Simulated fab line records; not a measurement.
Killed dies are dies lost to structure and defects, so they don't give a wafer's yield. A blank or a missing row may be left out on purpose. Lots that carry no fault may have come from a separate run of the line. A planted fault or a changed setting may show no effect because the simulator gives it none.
Which tool was responsible? | flow n5 finfet | 9 lots with 25 wafers sampled at 5 steps, on a route of 1938 steps

== WHAT EACH GAUGE READ, for each wafer ==
N5_HKMG_FIN_CD_MEAS_49: the cd target is 202 nm. Usual: cd nm 201.8 nm, standard deviation 0.54.
lot  | measured    | on        | cd nm (nm)        | flag
L654 | day 3 23:53 | cd sem-03 | 201.8 201.2 201.2 |
L657 | day 4 18:55 | cd sem-02 | 202.2 202.5 202.6 |
L661 | day 5 16:31 | cd sem-02 | 201.2 200.6 201.3 |
L662 | day 5 23:16 | cd sem-02 | 200.8 201.2 201.4 |
L664 | day 6 11:24 | cd sem-03 | 201.5 202.2       |
L669 | day 7 15:52 | cd sem-02 | 201.8 201.8       |
L672 | day 8 12:10 | cd sem-01 | 202.5 202.5 202.0 |
L674 | day 9 02:14 | cd sem-03 | 201.9 201.3 201.6 |
L675 | day 9 08:32 | cd sem-02 | 202.1 201.8 202.6 |

N5_BEOL_M4_RC_MEAS_101. Usual: DIBL_N 36.3 mV/V, standard deviation 1; DIBL_P 36.2 mV/V, standard deviation 1.4; IOFF_N 0.157 nA/um, standard deviation 0.021; IOFF_P 0.206 nA/um, standard deviation 0.025; ION_N 673 uA/um, standard deviation 9; ION_P 461 uA/um, standard deviation 6.4; SS_N 71.5 mV/dec, standard deviation 0.5; SS_P 73.2 mV/dec, standard deviation 0.47; VT_N 249.9 mV, standard deviation 2.4; VT_P -250.6 mV, standard deviation 2.9.
lot  | measured     | on        | DIBL_N (mV/V)  | DIBL_P (mV/V)  | IOFF_N (nA/um)    | IOFF_P (nA/um)    | ION_N (uA/um) | ION_P (uA/um) | SS_N (mV/dec)  | SS_P (mV/dec)  | VT_N (mV)         | VT_P (mV)            | flag
L654 | day 8 00:16  | prober-01 | 35.0 35.3 35.6 | 35.5 34.7 35.7 | 0.131 0.128 0.131 | 0.174 0.170 0.179 | 674 664 665   | 456 452 456   | 71.2 71.7 70.8 | 72.7 73.0 72.5 | 252.7 252.4 254.0 | -254.4 -255.1 -254.1 |
L657 | day 8 05:05  | prober-02 | 36.7 34.9 36.6 | 35.9 34.3 36.5 | 0.175 0.153 0.190 | 0.204 0.182 0.208 | 683 679 689   | 460 466 462   | 71.6 71.4 71.7 | 73.8 73.2 74.1 | 249.0 250.8 248.7 | -251.3 -252.4 -253.0 |
L661 | day 9 13:46  | prober-01 | 37.1 36.2 36.3 | 38.0 37.4 37.1 | 0.200 0.189 0.183 | 0.260 0.241 0.251 | 676 673 676   | 464 463 465   | 72.4 71.8 71.9 | 74.0 73.5 74.3 | 247.1 246.8 249.2 | -247.2 -248.0 -246.9 |
L662 | day 9 14:26  | prober-02 | 36.2 36.6 36.2 | 35.7 35.6 35.8 | 0.148 0.154 0.151 | 0.186 0.178 0.182 | 673 675 677   | 457 456 467   | 71.8 71.9 71.1 | 73.9 72.4 73.3 | 250.7 248.6 250.7 | -252.1 -251.9 -252.5 |
L664 | day 9 22:49  | prober-02 | 36.6 37.5      | 35.4 36.7      | 0.140 0.153       | 0.185 0.205       | 660 664       | 457 458       | 71.7 71.8      | 73.0 73.6      | 249.1 251.9       | -251.8 -251.3        |
L669 | day 11 23:23 | prober-02 | 36.6 35.6      | 36.2 35.0      | 0.156 0.139       | 0.227 0.220       | 685 666       | 472 466       | 71.8 71.5      | 73.2 72.8      | 248.2 251.5       | -244.0 -247.1        |
L672 | day 12 07:06 | prober-01 | 37.3 37.6 36.7 | 38.0 38.4 36.6 | 0.173 0.181 0.157 | 0.249 0.255 0.226 | 690 685 674   | 471 480 466   | 72.1 72.4 72.5 | 73.8 73.7 72.7 | 249.4 245.4 247.9 | -244.6 -244.6 -248.5 |
L674 | day 12 23:17 | prober-01 | 35.8 34.6 35.3 | 36.5 35.0 35.7 | 0.162 0.136 0.152 | 0.227 0.198 0.210 | 680 670 677   | 469 467 468   | 71.4 71.5 71.4 | 74.0 72.7 73.7 | 245.4 251.9 251.6 | -247.4 -251.0 -245.4 |
L675 | day 13 01:10 | prober-01 | 35.8 36.5 35.6 | 34.6 34.8 34.3 | 0.141 0.147 0.142 | 0.206 0.210 0.208 | 679 665 681   | 470 463 472   | 71.0 71.5 71.0 | 73.2 72.5 72.6 | 250.3 248.9 250.8 | -247.9 -246.2 -247.9 |

== TOOL THAT RAN EACH LOT (tool first, then ch and the chambers of the sampled wafers, then the start) ==
lot  | N5_HKMG_FIN_ETCH_54               | N5_HKMG_FIN_ETCH_58               | N5_HKMG_FIN_ALD_79
L654 | rie diel-06 ch 1,2, day 4 00:01   | rie diel-06 ch 1,2, day 4 00:16   | ald metal-02 ch 0,1, day 4 01:20
L657 | rie diel-04 ch 0,1,2, day 4 19:02 | rie diel-04 ch 0,1,2, day 4 19:18 | ald metal-03 ch 1,2, day 4 20:22
L661 | rie diel-02 ch 0,1,2, day 5 16:52 | rie diel-02 ch 0,1,2, day 5 17:08 | ald metal-04 ch 1,2,3, day 5 18:13
L662 | rie diel-02 ch 0,3, day 5 23:41   | rie diel-02 ch 0,3, day 5 23:58   | ald metal-04 ch 0,3, day 6 01:02
L664 | rie diel-02 ch 1,3, day 6 11:31   | rie diel-02 ch 1,3, day 6 11:47   | ald metal-04 ch 1, day 6 12:52
L669 | rie diel-04 ch 0,2, day 7 15:59   | rie diel-04 ch 0,2, day 7 16:15   | ald metal-04 ch 0,1, day 7 17:20
L672 | rie diel-06 ch 0,1,3, day 8 12:17 | rie diel-06 ch 0,1,3, day 8 12:33 | ald metal-03 ch 0,3, day 8 13:37
L674 | rie diel-06 ch 0,1,2, day 9 04:06 | rie diel-06 ch 0,1,2, day 9 04:22 | ald metal-02 ch 0,1,3, day 9 05:26
L675 | rie diel-02 ch 0,2,3, day 9 10:43 | rie diel-02 ch 0,2,3, day 9 10:59 | ald metal-03 ch 1,2,3, day 9 12:04
- N5_HKMG_FIN_ETCH_54: etches SiARC in CF4, target depth 45.5 nm, time 75.8 s.
- N5_HKMG_FIN_ETCH_58: etches SOC in N2/H2, target depth 215.8 nm, time 741 s.
- N5_HKMG_FIN_ALD_79: deposits TiN, target thk 1.5 nm, pulse time 1 s, purge time 3 s.

== WHAT THE TOOLS THEMSELVES READ (means of the sampled wafers that have a number; where no wafer has one, the mark that the record gives instead) ==
N5_HKMG_FIN_ETCH_54. Usual: drypump motor current A 5.8 A, standard deviation 0.54; etch rf on time s 75.7 s, standard deviation 1.4; oes product au 0.67 a.u., standard deviation 0.074; rf vpp V 184.1 V, standard deviation 1.1; showerhead plenum p Torr 2.14 Torr, standard deviation 0.064; throttle valve pct 15.65 %, standard deviation 0.28.
lot  | tool        | drypump motor current A (A) | etch rf on time s (s) | oes product au (a.u.) | rf vpp V (V) | showerhead plenum p Torr (Torr) | throttle valve pct (%) | flag
L654 | rie diel-06 | 5.8                         | 76.1                  | 0.65                  | 183.1        | 2.13                            | 15.55                  |
L657 | rie diel-04 | 6.1                         | 75.2                  | 0.65                  | 183.9        | 2.11                            | 15.72                  |
L661 | rie diel-02 | 5.7                         | 74.7                  | 0.72                  | 184.0        | 2.16                            | 15.51                  |
L662 | rie diel-02 | 5.2                         | 75.0                  | 0.74                  | 183.6        | 2.11                            | 15.37                  |
L664 | rie diel-02 | 5.3                         | 76.3                  | 0.59                  | 184.0        | 2.17                            | 15.94                  |
L669 | rie diel-04 | 6.2                         | 76.2                  | 0.65                  | 183.8        | 2.10                            | 15.71                  |
L672 | rie diel-06 | 5.8                         | 76.0                  | 0.67                  | 184.0        | 2.15                            | 15.63                  |
L674 | rie diel-06 | 6.1                         | 76.5                  | 0.64                  | 183.8        | 2.11                            | 15.60                  |
L675 | rie diel-02 | 5.6                         | 75.9                  | 0.67                  | 184.0        | 2.12                            | 15.63                  |

N5_HKMG_FIN_ETCH_58. Usual: drypump motor current A 5.8 A, standard deviation 0.54; oes product au 0.78 a.u., standard deviation 0.09; rf vpp V 99.1 V, standard deviation 0.98; showerhead plenum p Torr 2.55 Torr, standard deviation 0.081; throttle valve pct 17.88 %, standard deviation 0.29.
lot  | tool        | drypump motor current A (A) | oes product au (a.u.) | rf vpp V (V) | showerhead plenum p Torr (Torr) | throttle valve pct (%) | flag
L654 | rie diel-06 | 5.8                         | 0.76                  | 100.3        | 2.52                            | 17.74                  |
L657 | rie diel-04 | 6.1                         | 0.76                  | 98.2         | 2.50                            | 17.88                  |
L661 | rie diel-02 | 5.7                         | 0.85                  | 99.4         | 2.57                            | 17.80                  |
L662 | rie diel-02 | 5.2                         | 0.86                  | 98.6         | 2.51                            | 17.76                  |
L664 | rie diel-02 | 5.3                         | 0.70                  | 99.1         | 2.58                            | 18.24                  |
L669 | rie diel-04 | 6.2                         | 0.77                  | 98.8         | 2.49                            | 17.85                  |
L672 | rie diel-06 | 5.8                         | 0.77                  | 99.3         | 2.56                            | 17.89                  |
L674 | rie diel-06 | 6.2                         | 0.74                  | 98.4         | 2.51                            | 17.77                  |
L675 | rie diel-02 | 5.6                         | 0.79                  | 99.2         | 2.53                            | 17.95                  |

N5_HKMG_FIN_ALD_79. Usual: heater power w 900 W, standard deviation 110; precursor pulse height rel 1.000, standard deviation 0.021.
lot  | tool         | heater power w (W) | precursor pulse height rel | flag
L654 | ald metal-02 | 918                | 1.004                      |
L657 | ald metal-03 | 901                | 1.011                      |
L661 | ald metal-04 | 1042               | 0.996                      |
L662 | ald metal-04 | 889                | 0.996                      |
L664 | ald metal-04 | 1044               | 1.019                      |
L669 | ald metal-04 | 936                | 1.008                      |
L672 | ald metal-03 | 753                | 0.991                      |
L674 | ald metal-02 | 906                | 0.990                      |
L675 | ald metal-03 | 831                | 0.992                      |

== THE ANSWER, worked out from the rows above alone ==
Rule: lot off if the mean of its wafers having a number is beyond 3 standard deviations from the usual mean. Also off: a lot with no number at a reading for which 4 or more lots have one. The other lots that the step has rows for count as sound. The gauges are gone through in route order, then the tools' own readings, and for those a lot's mean is taken as printed above. At the first step where some lot is off, the reading lying furthest off is the one used; lots without a number count as furthest.
No lot is off on any of the readings shown, so nothing can be concluded from this.

== WHAT THE SIMULATOR HAD PUT IN ==
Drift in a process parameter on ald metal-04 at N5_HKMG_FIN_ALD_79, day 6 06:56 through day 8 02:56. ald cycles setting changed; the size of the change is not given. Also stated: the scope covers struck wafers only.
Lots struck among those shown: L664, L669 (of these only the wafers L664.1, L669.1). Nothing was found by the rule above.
